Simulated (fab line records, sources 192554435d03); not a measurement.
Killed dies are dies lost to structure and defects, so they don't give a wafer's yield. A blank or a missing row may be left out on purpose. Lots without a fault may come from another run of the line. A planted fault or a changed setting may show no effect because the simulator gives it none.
Chamber matching | flow n5_finfet | N5_BEOL_M3_PRE_CLEAN_60 on cvd_co-01: 3 sister chambers
The step time 15 s. 33 wafers are shown with their chamber, then 12 later ones without.

WAFERS WITH THEIR CHAMBER
wafer  | chamber | heater_power_w (W) | heater_power_outer_w (W)
L076.3 | 0       | 91                 | 24
L076.4 | 2       | 81                 | 22
L076.6 | 1       | 89                 | 21
L077.3 | 2       | 80                 | 23
L077.4 | 2       | 78                 | 23
L077.6 | 1       | 90                 | 21
L079.1 | 2       | 78                 | 23
L079.2 | 0       | 92                 | 24
L079.4 | 0       | 93                 | 24
L080.1 | 1       | 89                 | 21
L080.3 | 2       | 80                 | 22
L080.6 | 1       | 89                 | 22
L083.1 | 2       | 80                 | 23
L083.4 | 1       | 91                 | 21
L083.5 | 2       | 82                 | 23
L082.1 | 2       | 80                 | 23
L082.2 | 0       | 95                 | 25
L082.6 | 0       | 91                 | 24
L086.1 | 2       | 78                 | 23
L086.3 | 0       | 93                 | 25
L086.5 | 2       | 80                 | 23
L087.3 | 1       | 87                 | 21
L087.4 | 0       | 96                 | 25
L087.6 | 1       | 88                 | 21
L089.4 | 1       | 90                 | 21
L089.5 | 2       | 80                 | 24
L089.6 | 0       | 96                 | 25
L094.1 | 0       | 96                 | 26
L094.4 | 2       | 83                 | 23
L094.6 | 1       | 86                 | 21
L093.2 | 1       | 88                 | 21
L093.5 | 0       | 96                 | 25
L093.6 | 2       | 80                 | 23

SIGNATURES (means of the wafers above)
reading              | chamber 0 | chamber 1 | chamber 2 | scatter within a chamber
heater_power_w       | 93.90     | 88.70     | 80.00     | 1.7
heater_power_outer_w | 24.70     | 21.10     | 22.92     | 0.514
Rule: a wafer's distance from a chamber is the root of the sum, over the readings, of the square of ((its reading less the chamber's mean) divided by the reading's scatter). The wafer belongs to the nearest chamber; if the next one is less than 2 further off, it can't be placed. The scatter: the root of (the sum of the squares of (reading less its chamber's mean) over the shown wafers, divided by (wafers less chambers)).

WAFERS WITHOUT THEIR CHAMBER
wafer  | heater_power_w (W) | heater_power_outer_w (W)
L096.2 | 88                 | 21
L096.4 | 90                 | 21
L096.6 | 94                 | 25
L092.3 | 81                 | 24
L092.5 | 82                 | 23
L092.6 | 94                 | 26
L095.1 | 89                 | 21
L095.3 | 96                 | 25
L095.4 | 80                 | 23
L097.1 | 83                 | 23
L097.5 | 79                 | 23
L097.6 | 89                 | 22

WHICH CHAMBER EACH WENT THROUGH
wafer  | from the rows above | in truth
L096.2 | 1                   | 1
L096.4 | 1                   | 1
L096.6 | 0                   | 0
L092.3 | 2                   | 2
L092.5 | 2                   | 2
L092.6 | 0                   | 0
L095.1 | 1                   | 1
L095.3 | 0                   | 0
L095.4 | 2                   | 2
L097.1 | 2                   | 2
L097.5 | 2                   | 2
L097.6 | 1                   | 1
Placed correctly: 12 of 12. Can't be placed from these rows: 0. Placed wrongly: 0.
